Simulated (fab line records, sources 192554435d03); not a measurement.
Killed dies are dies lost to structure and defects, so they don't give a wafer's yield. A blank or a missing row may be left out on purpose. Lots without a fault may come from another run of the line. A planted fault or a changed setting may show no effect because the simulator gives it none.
Split-lot experiment | flow n5_finfet | 7 lots, 21 wafers read, on a route of 1938 steps

THE SPLIT
At N5_BEOL_M12_ETCH_68 (etches SOC in N2/H2, time 285 s), the setting time_s was moved away from the recipe's 285 s on 9 of the 21 wafers read, by -21.6% to +14.9%. The other wafers ran this setting at the recipe's value.

The reading is taken at the split's own step.

THE READING
SiARC_of_BEOL_M12_COAT_66.thk_nm (the simulator's own value, which no gauge read), in nm, at N5_BEOL_M12_ETCH_68 (etches SOC in N2/H2, time 285 s). The file gives no usual value for it. The 12 wafers here that ran the recipe average 86.0 nm, standard deviation 0.56 nm.

wafer  | tool, chamber at the split | time_s as run, s | against the recipe | SiARC_of_BEOL_M12_COAT_66.thk_nm, nm | against lot-mates on the recipe
L084.3 | rie_diel-01, 3,0           | 242.7            | -14.8%             | 89.8                                 | +3.8
L084.4 | rie_diel-01, 3,0           | 242.7            | -14.8%             | 89.8                                 | +3.8
L084.5 | rie_diel-01, 3             | 285              | recipe             | 86                                   | -
L090.1 | rie_diel-01, 3             | 241.5            | -15.3%             | 89.4                                 | +3.8
L090.2 | rie_diel-01, 1             | 285              | recipe             | 86                                   | -
L090.5 | rie_diel-01, 3             | 285              | recipe             | 85.2                                 | -
L087.1 | rie_diel-03, 2             | 285              | recipe             | 85.8                                 | -
L087.5 | rie_diel-03, 2             | 223.4            | -21.6%             | 91.2                                 | +5.0
L087.6 | rie_diel-03, 1             | 285              | recipe             | 86.6                                 | -
L088.1 | rie_diel-03, 1             | 285              | recipe             | 86                                   | -
L088.4 | rie_diel-03, 2             | 285              | recipe             | 85.4                                 | -
L088.5 | rie_diel-03, 2             | 327.6            | +14.9%             | 81.2                                 | -4.5
L096.3 | rie_diel-03, 1             | 285              | recipe             | 86.6                                 | -
L096.5 | rie_diel-03, 1             | 285              | recipe             | 86.4                                 | -
L096.6 | rie_diel-03, 2             | 285              | recipe             | 85.2                                 | -
L093.2 | rie_diel-03, 1             | 227.3            | -20.2%             | 91.6                                 | +6.0
L093.4 | rie_diel-03, 3             | 227.3            | -20.2%             | 91.8                                 | +6.2
L093.5 | rie_diel-03, 2             | 285              | recipe             | 85.6                                 | -
L095.1 | rie_diel-04, 0             | 285              | recipe             | 87                                   | -
L095.2 | rie_diel-04, 2             | 235              | -17.5%             | 90.4                                 | +3.4
L095.5 | rie_diel-04, 2             | 235              | -17.5%             | 90.4                                 | +3.4
Where a row lists several chambers, the file gives one row for several wafers and doesn't say which wafer went through which chamber.

THE FIT
A straight line over all 21 wafers: SiARC_of_BEOL_M12_COAT_66.thk_nm changes by -0.268 nm for each +1% of time_s; r = -0.98; the points scatter about the line by 0.53 nm.
The same after taking each lot's own level away (the mean of its wafers on the recipe; 21 wafers): -0.259 nm for each +1%; r = -0.98; scatter 0.59 nm.
On that fit, the largest move of time_s shifts the reading by 5.6 nm.
The lots' own levels span 85.60 to 87.00 nm, that is 2.5 times the standard deviation above.
So the lot-to-lot level changes the slope little: the two slopes agree.
Check: with one of the wafers moved furthest among these (-21.6%) left out of the fit, the line predicts +5.6 nm for it against its lot-mates. It came out at +5 nm against them.

OTHER SPLITS ON THESE WAFERS
These wafers also went through other splits before the reading. Each is held against what the fit with the lots' levels taken away leaves over:
other split on the same wafers | wafers away from the commonest value | r with SiARC_of_BEOL_M12_COAT_66.thk_nm (lot level and that fit taken away)
N5_BEOL_M11_ILD_DEP_00 time_s  | 9                                    | -0.13
N5_BEOL_M11_COAT_59 spin_rpm   | 7                                    | -0.07

THE FILE'S OWN FIT
SiARC_of_BEOL_M12_COAT_66.thk_nm changes by -0.254 nm for each +1% of time_s, r = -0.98.
